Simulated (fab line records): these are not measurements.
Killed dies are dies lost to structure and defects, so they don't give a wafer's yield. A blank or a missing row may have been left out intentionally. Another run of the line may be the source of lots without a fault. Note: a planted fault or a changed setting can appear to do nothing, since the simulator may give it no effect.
Matching of chambers    flow nand-harc    NHARC_A_CONTACT_ETCH_91 on rie-diel-05 has 4 sister chambers
The step etches the open film in CH3F/O2, target depth 40 nm, time 85.7 s. 4 wafers are shown with their chamber, then 11 later ones without.

== WAFERS, EACH WITH ITS CHAMBER ==
wafer   chamber  showerhead-plenum-p-Torr (Torr)
L081.2  2        2.57
L084.4  0        2.32
L084.5  1        2.41
L085.2  3        2.62

== WAFERS MISSING THEIR CHAMBER ==
wafer   showerhead-plenum-p-Torr (Torr)
L085.3  2.32
L085.6  2.40
L088.1  2.32
L088.4  2.40
L088.5  2.57
L090.1  2.40
L090.3  2.31
L090.5  2.56
L097.2  2.40
L097.3  2.31
L097.5  2.56

== EACH ONE'S CHAMBER ==
wafer   from the rows above  in truth
L085.3  0                    0
L085.6  1                    1
L088.1  0                    0
L088.4  1                    1
L088.5  2                    2
L090.1  1                    1
L090.3  0                    0
L090.5  2                    2
L097.2  1                    1
L097.3  0                    0
L097.5  2                    2
Correctly placed: 11 of 11. Not placeable from these rows: 0. Number placed wrongly: 0.
How it was worked out, from the rows above alone: a wafer's distance from a chamber is the root of the sum, over the readings, of the square of ((its reading less the chamber's mean) divided by the reading's scatter). If the next closest chamber is less than 2 further off than the closest, the wafer can't be placed; otherwise it belongs to the closest. A chamber's mean is the mean of its shown wafers. The scatter: with one shown wafer a chamber, the root of the mean of the squares of how far each hidden wafer lies from its nearest shown one.
